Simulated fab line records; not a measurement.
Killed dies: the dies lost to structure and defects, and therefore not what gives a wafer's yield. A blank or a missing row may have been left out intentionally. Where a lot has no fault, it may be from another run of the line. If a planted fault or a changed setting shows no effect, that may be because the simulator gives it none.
Chamber matching -- flow n5Finfet -- N5_BEOL_M8_CMP_52 on cmp-02 has 4 sister chambers
The step polishes, stops on SiCOH lowk, t overpolish 6.9 s, target thk 80 nm. 22 wafers are shown with their chamber, then 11 later ones without.

WAFERS, EACH WITH ITS CHAMBER
wafer,chamber,motorCurrentA (A),edgeZonePressureFrac,clearingPlatenRpm (rpm)
L077.1,0,6.0,0.998,49.972
L077.3,2,5.4,1.012,49.995
L077.5,2,5.4,1.008,50.003
L076.2,3,6.6,0.994,49.980
L076.4,0,5.9,0.995,50.031
L076.6,3,6.4,0.993,49.974
L078.1,2,5.3,1.007,50.009
L078.3,3,6.5,0.992,49.985
L078.6,0,5.8,1.005,49.967
L081.1,0,5.8,0.999,49.988
L081.4,3,6.1,0.997,50.007
L081.6,3,6.3,1.001,50.001
L084.3,2,5.1,1.004,49.992
L084.5,0,6.2,0.998,49.949
L084.6,3,6.2,0.998,50.000
L086.1,3,6.3,0.992,50.010
L086.2,1,5.6,1.001,50.040
L086.4,2,5.6,1.008,50.012
L087.2,0,5.6,1.002,50.004
L087.5,2,5.4,1.003,49.966
L087.6,3,6.2,0.999,49.980
L088.2,3,6.4,1.002,50.004

SIGNATURES (averages over the wafers above)
reading,chamber 0,chamber 1,chamber 2,chamber 3,scatter within a chamber
motorCurrentA,5.883,5.600,5.367,6.333,0.173
edgeZonePressureFrac,0.99950,1.00100,1.00700,0.99644,0.00359
clearingPlatenRpm,49.98517,50.04000,49.99617,49.99344,0.0199
Rule: for each reading, subtract the chamber's mean from the wafer's reading, divide by that reading's scatter and square the result; add these up over the readings and take the root, which gives the wafer's distance from the chamber. If the next closest chamber is less than 2 further off than the closest, the wafer can't be placed; otherwise it belongs to the closest. The scatter: take each reading less its chamber's mean, square it, sum over the shown wafers, divide by the number of wafers less the number of chambers, and take the root.

WAFERS MISSING THEIR CHAMBER
wafer,motorCurrentA (A),edgeZonePressureFrac,clearingPlatenRpm (rpm)
L088.3,5.4,1.009,49.992
L088.5,5.8,1.006,49.998
L089.2,6.4,1.005,49.996
L089.3,5.8,0.998,49.990
L089.6,5.3,1.001,49.985
L095.1,5.7,0.991,49.983
L095.3,5.8,0.998,49.943
L095.4,6.4,1.007,49.998
L096.2,5.8,0.994,50.004
L096.3,5.6,1.002,50.043
L096.6,6.0,1.002,49.968

THE CHAMBER EACH PASSED THROUGH
wafer,from the rows above,in truth
L088.3,2,2
L088.5,can't be placed: 0 or 2 or 1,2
L089.2,can't be placed: 3 or 0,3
L089.3,0,0
L089.6,can't be placed: 2 or 1 or 0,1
L095.1,can't be placed: 0 or 3 or 1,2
L095.3,can't be placed: 0 or 3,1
L095.4,can't be placed: 3 or 0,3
L096.2,can't be placed: 0 or 1 or 3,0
L096.3,1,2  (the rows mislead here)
L096.6,can't be placed: 0 or 3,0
Correctly placed: 2 of 11. Not placeable from these rows: 8 (in 6, the candidates include the true chamber). Wrongly placed: 1.
